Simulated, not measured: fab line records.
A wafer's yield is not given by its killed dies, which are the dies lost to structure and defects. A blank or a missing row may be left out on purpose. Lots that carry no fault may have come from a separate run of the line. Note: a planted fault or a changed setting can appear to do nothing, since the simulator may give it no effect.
Chamber matching -- flow nand harc -- cmp-03 running NHARC_P_STI_CMP_21: 4 sister chambers
The step polishes, t overpolish 20 s, target thk 380.67 nm. 8 wafers are shown with their chamber, then 7 later ones without.

## EACH WAFER AND ITS CHAMBER
wafer,chamber,motor current A (A),slurry filter dp kPa (kPa)
L102.3,2,12.3,13.49
L112.1,3,10.4,13.46
L113.1,3,10.1,13.74
L113.4,2,11.4,13.40
L116.5,1,12.7,13.40
L116.6,0,10.7,13.48
L117.2,0,10.3,13.48
L117.3,1,12.3,13.31

## WAFERS WITH NO CHAMBER GIVEN
wafer,motor current A (A),slurry filter dp kPa (kPa)
L117.6,12.5,13.47
L118.3,12.0,13.54
L118.4,9.7,13.45
L118.5,9.5,13.38
L119.3,10.0,13.67
L119.4,11.7,13.55
L119.6,12.4,13.47

## THE CHAMBER EACH PASSED THROUGH
wafer,from the rows above,in truth
L117.6,can't be placed: 1 or 2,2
L118.3,can't be placed: 2 or 1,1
L118.4,can't be placed: 3 or 0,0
L118.5,can't be placed: 0 or 3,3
L119.3,can't be placed: 3 or 0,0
L119.4,can't be placed: 2 or 1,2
L119.6,can't be placed: 1 or 2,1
Placed correctly: 0 of 7. These rows do not allow placing 7 (true chamber among the candidates in 7). Wrongly placed: 0.
How it was worked out, from the rows above alone: a wafer's distance from a chamber is the root of the sum, over the readings, of the square of ((its reading less the chamber's mean) divided by the reading's scatter). The wafer belongs to the nearest chamber; if the next one is less than 2 further off, it can't be placed. For every chamber, the mean is computed from those of its wafers that are shown. The scatter is the square root of a quotient: the sum, over the shown wafers, of each reading's squared deviation from its chamber's mean, divided by wafers minus chambers.
